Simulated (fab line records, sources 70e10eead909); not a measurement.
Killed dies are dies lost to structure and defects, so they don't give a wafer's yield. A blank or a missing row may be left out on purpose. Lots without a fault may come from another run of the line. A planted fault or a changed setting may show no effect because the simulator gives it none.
A struck lot beside a sound one | flow nand_harc | 14 steps out of a route of 1302
Sound: wafers L824.2, L824.4, L824.5. Struck: wafers L830.3, L830.4, L830.6. The cause comes at the end.
At each step with rows: each side's tool, then ch and its chambers, then its first start. Under that, the readings that differ: sound wafers | struck wafers | difference of the means | sigmas: that difference in standard deviations of wafers without a fault.
alike: readings whose means differ by less than 2 such deviations, and words and numbers that are the same on both sides. not compared: withheld readings, readings that some wafer has no value for, bounds like >300 that may hide the same value, and numbers for which the record gives no deviation and whose values overlap.
The two part at a step that has a row with sigmas, a row that says differs or no value, or rows on one side only. Numbers that don't overlap but have no deviation are shown without sigmas and don't part them. A reading that every wafer of one side lacks parts them only if that side has two wafers or more.

first, 2 steps without rows for these wafers: NHARC_A_SOURCE_PLATE_SRD_01; NHARC_A_SOURCE_PLATE_OXIDE_02 (material SiO2, target thk 10 nm, ox time 1362 s).
NHARC_A_SOURCE_PLATE_THK_MEAS_09: measures by ellipsometry.
  sound on film_metro-01, day 13 06:08; struck on film_metro-02, day 15 08:24
  alike: thk_nm
then, 3 steps without rows for these wafers: NHARC_A_SOURCE_PLATE_PVD_04 (deposits WSi2, target thk 50 nm); NHARC_A_SOURCE_PLATE_CVD_03 (deposits poly-Si, target thk 200 nm, time 4000 s); NHARC_A_SOURCE_PLATE_ANNEAL_05 (time 1800 s).
NHARC_A_SOURCE_PLATE_THK_MEAS_06: measures by ellipsometry.
  sound on film_metro-02, day 13 21:02; struck on film_metro-01, day 15 21:53
  alike: thk_nm
NHARC_A_SOURCE_PLATE_INSPECT_08:
  sound on defect_inspect-02, day 13 21:06; struck on defect_inspect-02, day 15 22:00
  alike: raw_defect_count
then, 1 step without rows for these wafers: NHARC_A_ONON_D1_DEP_00 (target thk 1000 nm).
NHARC_A_ONON_D1_THK_MEAS_02: measures by ellipsometry.
  sound on film_metro-01, day 13 21:40; struck on film_metro-02, day 15 22:34
  alike: thk_nm
NHARC_A_ONON_D1_DEP_03: target thk 1000 nm.
  sound on pecvd_onon-03 ch 0, day 13 21:47; struck on pecvd_onon-03 ch 0, day 15 22:44
NHARC_A_ONON_D1_THK_MEAS_05: measures by ellipsometry.
  sound on film_metro-02, day 13 22:15; struck on film_metro-01, day 15 23:08
  reading     | sound       | struck         | difference | sigmas
  thk_nm (nm) | 998 996 997 | 1503 1500 1502 | +505       | +67
then, 1 step without rows for these wafers: NHARC_A_ONON_D1_DEP_06 (target thk 1000 nm).
-- the record jumps here: 17 days lie between the struck wafers' starts before and after (it left off in module A_ONON_D1 and takes up again in module END, whose first step shown is number 1302 of the route) --
NHARC_END_SORT_01:
  sound on prober-02 ch 0, day 30 07:29; struck on prober-01 ch 0, day 32 19:48
  reading         | sound | struck      | difference | sigmas
  killed_at_array | 54 36 | 672 671 673 | +627       | +33
  killed_dies     | 62 44 | 677 677 677 | +624       | +31
  alike: killed_at_other, killed_at_periphery, killed_open, killed_short

WHERE THEY PART
First at NHARC_A_ONON_D1_THK_MEAS_05; last, within this record, at NHARC_END_SORT_01.

WHY: what the simulator had put in
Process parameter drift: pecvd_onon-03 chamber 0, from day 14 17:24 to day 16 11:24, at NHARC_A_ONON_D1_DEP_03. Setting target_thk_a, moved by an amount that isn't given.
